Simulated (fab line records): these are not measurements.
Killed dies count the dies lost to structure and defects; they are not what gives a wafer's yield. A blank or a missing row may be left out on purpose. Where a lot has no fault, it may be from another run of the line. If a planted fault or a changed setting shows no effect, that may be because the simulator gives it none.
Code-filled problem report in 8D (eight disciplines) form + flow nand harc + the parts of the form that need people (team, actions taken, sign-off) are left out

## 1. WHAT IS WRONG
run length s at NHARC_A_M1_ETCH_15 reads a mean of 101.3 s on 6 wafers of 2 lots; wafers without a fault read 112.6 s with a standard deviation of 0.37. Relative to the usual mean, that is a shift of -31 standard deviations.
The step: etches the open film in C4F8/Ar, target depth 182.5 nm, time 91.2 s.
First observed at day 20 01:07: wafer L804.4, on rie diel-12. The record holds 42 wafers of 14 lots with a number at this step. Rule for "out" (also "out of limits"): further than 4 standard deviations from the usual mean. The rest of the wafers with a number are treated as sound.

## 2. WHAT THIS IS AND IS NOT
| question                    | is                     | is not                                                                                                   |
|-----------------------------|------------------------|----------------------------------------------------------------------------------------------------------|
| which readings at this step | run length s           | oes product au                                                                                           |
| which lots                  | L804, L809             | L799, L801, L802, L803, L805, L808, L814, L815, L819, L820, L821, L822                                   |
| which wafers of those lots  | all that have a number | -                                                                                                        |
| read on which tools         | rie diel-12            | rie diel-04, rie diel-06                                                                                 |
| when                        | from day 20 01:07      | up to then (15 sound wafers); but 21 sound wafers of L808, L814, L815, L819, L820, L821, L822 came after |

## 3. THE SUSPECTS, EACH WITH WHAT RULES IT OUT
Counting: a tool stays on the suspect list if, at a process step up to the reading, it processed all lots that are out and no sound lot following the first of them.
- rie diel-05 at NHARC_A_M0_STRIP_18 (strips in N2/H2): ruled out as a lasting fault. Sound lots L815, L820 ran on it after its first lot that is out, L804 (day 19 21:14).
- rie diel-12 at NHARC_A_M1_ETCH_15 (etches the open film in C4F8/Ar, target depth 182.5 nm, time 91.2 s): ruled out as a lasting fault. Sound lots L815, L822, L821 ran on it after its first lot that is out, L804 (day 20 01:07).
Left after counting: nothing in the record.

## 4. THE CAUSE (what the simulator had put in)
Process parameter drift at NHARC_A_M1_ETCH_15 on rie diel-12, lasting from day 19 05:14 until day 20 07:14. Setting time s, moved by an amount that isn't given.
Counting ruled it out, wrongly.

## 5. THE CHAIN OF EFFECTS, in route order
Each row: a reading where the mean over the struck wafers with a number is more than 3 standard deviations away from the usual. Only readings whose record carries a usual standard deviation are examined. hours: median over the lots of the time between each lot's start at the first step of this table that gives one and its start at this step. sigmas: the change, counted in usual standard deviations.
| hours | step               | reading      | usual   | on struck wafers | change | sigmas |
|-------|--------------------|--------------|---------|------------------|--------|--------|
| 0     | NHARC_A_M1_ETCH_15 | run length s | 112.6 s | 101.3            | -11.3  | -31    |
Its process steps:
- NHARC_A_M1_ETCH_15: etches the open film in C4F8/Ar, target depth 182.5 nm, time 91.2 s.

## 6. HOW IT WOULD HAVE BEEN CAUGHT EARLIER
20 hours passed between the start of the fault at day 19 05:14 and the first reading out of limits in this record, taken at day 20 01:07.
